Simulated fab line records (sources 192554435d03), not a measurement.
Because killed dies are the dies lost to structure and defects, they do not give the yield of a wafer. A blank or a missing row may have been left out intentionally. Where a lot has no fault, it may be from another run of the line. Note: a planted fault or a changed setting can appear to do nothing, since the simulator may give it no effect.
Matching of chambers / flow n5 finfet / 4 sister chambers for N5_ILD0_CMP_12 on cmp-02
The step polishes SiNx, stops on poly-Si, t overpolish 6 s, target thk 17.67 nm. 22 wafers are shown with their chamber, then 11 later ones without.

## WAFERS PAIRED WITH THEIR CHAMBERS
wafer=L074.2; chamber=2; time to endpoint s (s)=29; motor current A (A)=8.4; slurry flow ml min=149.2
wafer=L074.3; chamber=3; time to endpoint s (s)=23; motor current A (A)=8.3; slurry flow ml min=150.4
wafer=L074.5; chamber=3; time to endpoint s (s)=22; motor current A (A)=8.8; slurry flow ml min=149.9
wafer=L081.2; chamber=0; time to endpoint s (s)=27; motor current A (A)=8.4; slurry flow ml min=150.4
wafer=L081.3; chamber=2; time to endpoint s (s)=30; motor current A (A)=8.4; slurry flow ml min=150.1
wafer=L081.5; chamber=0; time to endpoint s (s)=27; motor current A (A)=7.7; slurry flow ml min=150.6
wafer=L082.1; chamber=2; time to endpoint s (s)=28; motor current A (A)=8.3; slurry flow ml min=150.2
wafer=L082.2; chamber=0; time to endpoint s (s)=23; motor current A (A)=8.0; slurry flow ml min=150.1
wafer=L082.3; chamber=3; time to endpoint s (s)=22; motor current A (A)=9.1; slurry flow ml min=150.6
wafer=L084.2; chamber=1; time to endpoint s (s)=36; motor current A (A)=8.9; slurry flow ml min=149.5
wafer=L084.3; chamber=0; time to endpoint s (s)=27; motor current A (A)=8.1; slurry flow ml min=149.6
wafer=L084.5; chamber=0; time to endpoint s (s)=25; motor current A (A)=8.3; slurry flow ml min=150.3
wafer=L089.4; chamber=3; time to endpoint s (s)=22; motor current A (A)=8.4; slurry flow ml min=150.1
wafer=L089.5; chamber=2; time to endpoint s (s)=30; motor current A (A)=8.0; slurry flow ml min=150.0
wafer=L089.6; chamber=1; time to endpoint s (s)=34; motor current A (A)=9.5; slurry flow ml min=150.1
wafer=L090.1; chamber=1; time to endpoint s (s)=32; motor current A (A)=8.9; slurry flow ml min=149.5
wafer=L090.2; chamber=3; time to endpoint s (s)=20; motor current A (A)=9.0; slurry flow ml min=150.0
wafer=L090.5; chamber=2; time to endpoint s (s)=27; motor current A (A)=8.2; slurry flow ml min=150.1
wafer=L092.2; chamber=2; time to endpoint s (s)=29; motor current A (A)=8.1; slurry flow ml min=150.7
wafer=L092.5; chamber=2; time to endpoint s (s)=27; motor current A (A)=8.4; slurry flow ml min=150.1
wafer=L092.6; chamber=3; time to endpoint s (s)=24; motor current A (A)=8.9; slurry flow ml min=150.4
wafer=L093.2; chamber=3; time to endpoint s (s)=24; motor current A (A)=9.4; slurry flow ml min=149.8

SIGNATURES (averages over the wafers above)
reading=time to endpoint s; chamber 0=25.80; chamber 1=34.00; chamber 2=28.57; chamber 3=22.43; scatter within a chamber=1.53
reading=motor current A; chamber 0=8.100; chamber 1=9.100; chamber 2=8.257; chamber 3=8.843; scatter within a chamber=0.298
reading=slurry flow ml min; chamber 0=150.200; chamber 1=149.700; chamber 2=150.057; chamber 3=150.171; scatter within a chamber=0.375
Rule: a wafer lies at a distance from a chamber equal to the root of the sum of squares, over the readings, of (its reading less the chamber's mean, divided by the reading's scatter). The wafer belongs to the nearest chamber; if the next one is less than 2 further off, it can't be placed. The scatter is the square root of a quotient: the sum, over the shown wafers, of each reading's squared deviation from its chamber's mean, divided by wafers minus chambers.

## WAFERS MISSING THEIR CHAMBER
wafer=L093.4; time to endpoint s (s)=29; motor current A (A)=8.1; slurry flow ml min=149.9
wafer=L093.5; time to endpoint s (s)=28; motor current A (A)=8.4; slurry flow ml min=149.8
wafer=L094.1; time to endpoint s (s)=24; motor current A (A)=9.2; slurry flow ml min=149.9
wafer=L094.4; time to endpoint s (s)=28; motor current A (A)=8.1; slurry flow ml min=149.6
wafer=L094.6; time to endpoint s (s)=23; motor current A (A)=8.9; slurry flow ml min=149.9
wafer=L095.1; time to endpoint s (s)=35; motor current A (A)=8.8; slurry flow ml min=151.0
wafer=L095.3; time to endpoint s (s)=25; motor current A (A)=7.9; slurry flow ml min=150.1
wafer=L095.4; time to endpoint s (s)=27; motor current A (A)=8.9; slurry flow ml min=149.5
wafer=L096.1; time to endpoint s (s)=38; motor current A (A)=9.0; slurry flow ml min=149.7
wafer=L096.3; time to endpoint s (s)=24; motor current A (A)=8.8; slurry flow ml min=149.8
wafer=L096.4; time to endpoint s (s)=27; motor current A (A)=7.9; slurry flow ml min=150.5

## EACH ONE'S CHAMBER
wafer=L093.4; from the rows above=can't be placed: 2 or 0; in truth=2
wafer=L093.5; from the rows above=can't be placed: 2 or 0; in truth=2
wafer=L094.1; from the rows above=3; in truth=3
wafer=L094.4; from the rows above=can't be placed: 2 or 0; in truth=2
wafer=L094.6; from the rows above=3; in truth=3
wafer=L095.1; from the rows above=can't be placed: 1 or 2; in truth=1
wafer=L095.3; from the rows above=can't be placed: 0 or 2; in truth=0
wafer=L095.4; from the rows above=can't be placed: 2 or 0 or 3 or 1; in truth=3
wafer=L096.1; from the rows above=1; in truth=1
wafer=L096.3; from the rows above=can't be placed: 3 or 0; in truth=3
wafer=L096.4; from the rows above=can't be placed: 0 or 2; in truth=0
Correct placement for 3 of the 11. These rows do not allow placing 8 (true chamber among the candidates in 8). Number placed wrongly: 0.
